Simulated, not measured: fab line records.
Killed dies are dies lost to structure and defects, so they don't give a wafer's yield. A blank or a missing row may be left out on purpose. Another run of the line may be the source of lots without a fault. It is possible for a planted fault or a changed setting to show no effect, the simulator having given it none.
Matching of chambers / flow nandHarc / NHARC_P_CONTACT_ALD_22 on aldMetal-01: 4 sister chambers
The step deposits TiN, target thk 3 nm, pulse time 1 s, ald cycles 150. 14 wafers are shown with their chamber, then 7 later ones without.

## WAFERS, EACH WITH ITS CHAMBER
wafer=L392.4; chamber=0; heaterPowerW (W)=1065; precursorPulseHeightRel=1.019
wafer=L392.5; chamber=3; heaterPowerW (W)=1155; precursorPulseHeightRel=0.962
wafer=L392.6; chamber=0; heaterPowerW (W)=1067; precursorPulseHeightRel=0.988
wafer=L397.2; chamber=1; heaterPowerW (W)=931; precursorPulseHeightRel=1.015
wafer=L397.4; chamber=3; heaterPowerW (W)=1154; precursorPulseHeightRel=0.990
wafer=L397.5; chamber=1; heaterPowerW (W)=910; precursorPulseHeightRel=0.994
wafer=L398.1; chamber=2; heaterPowerW (W)=1072; precursorPulseHeightRel=1.006
wafer=L398.5; chamber=1; heaterPowerW (W)=927; precursorPulseHeightRel=0.999
wafer=L398.6; chamber=2; heaterPowerW (W)=1075; precursorPulseHeightRel=0.991
wafer=L399.1; chamber=2; heaterPowerW (W)=1063; precursorPulseHeightRel=0.971
wafer=L399.3; chamber=0; heaterPowerW (W)=1081; precursorPulseHeightRel=1.012
wafer=L399.6; chamber=1; heaterPowerW (W)=927; precursorPulseHeightRel=0.976
wafer=L401.4; chamber=1; heaterPowerW (W)=946; precursorPulseHeightRel=1.018
wafer=L401.5; chamber=1; heaterPowerW (W)=940; precursorPulseHeightRel=0.966

SIGNATURES, as means of the wafers listed above
reading=heaterPowerW; chamber 0=1071.00; chamber 1=930.17; chamber 2=1070.00; chamber 3=1154.50; scatter within a chamber=10
reading=precursorPulseHeightRel; chamber 0=1.00633; chamber 1=0.99467; chamber 2=0.98933; chamber 3=0.97600; scatter within a chamber=0.0192
Rule: a wafer's distance from a chamber is the root of the sum, over the readings, of the square of ((its reading less the chamber's mean) divided by the reading's scatter). If the next closest chamber is less than 2 further off than the closest, the wafer can't be placed; otherwise it belongs to the closest. The scatter: the root of (the sum of the squares of (reading less its chamber's mean) over the shown wafers, divided by (wafers less chambers)).

## WAFERS WITHOUT THEIR CHAMBER
wafer=L401.6; heaterPowerW (W)=1092; precursorPulseHeightRel=1.016
wafer=L403.2; heaterPowerW (W)=1122; precursorPulseHeightRel=1.012
wafer=L403.4; heaterPowerW (W)=1060; precursorPulseHeightRel=0.984
wafer=L403.5; heaterPowerW (W)=924; precursorPulseHeightRel=0.989
wafer=L412.2; heaterPowerW (W)=933; precursorPulseHeightRel=0.991
wafer=L412.3; heaterPowerW (W)=1090; precursorPulseHeightRel=1.064
wafer=L412.4; heaterPowerW (W)=1074; precursorPulseHeightRel=0.991

## WHICH CHAMBER EACH WENT THROUGH
wafer=L401.6; from the rows above=can't be placed: 0 or 2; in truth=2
wafer=L403.2; from the rows above=can't be placed: 3 or 0 or 2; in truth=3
wafer=L403.4; from the rows above=can't be placed: 2 or 0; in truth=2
wafer=L403.5; from the rows above=1; in truth=1
wafer=L412.2; from the rows above=1; in truth=1
wafer=L412.3; from the rows above=can't be placed: 0 or 2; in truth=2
wafer=L412.4; from the rows above=can't be placed: 2 or 0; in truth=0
2 of 7 placed correctly. Cannot be placed on the basis of these rows: 5; the candidates contain the true chamber in 5. Placed wrongly: 0.
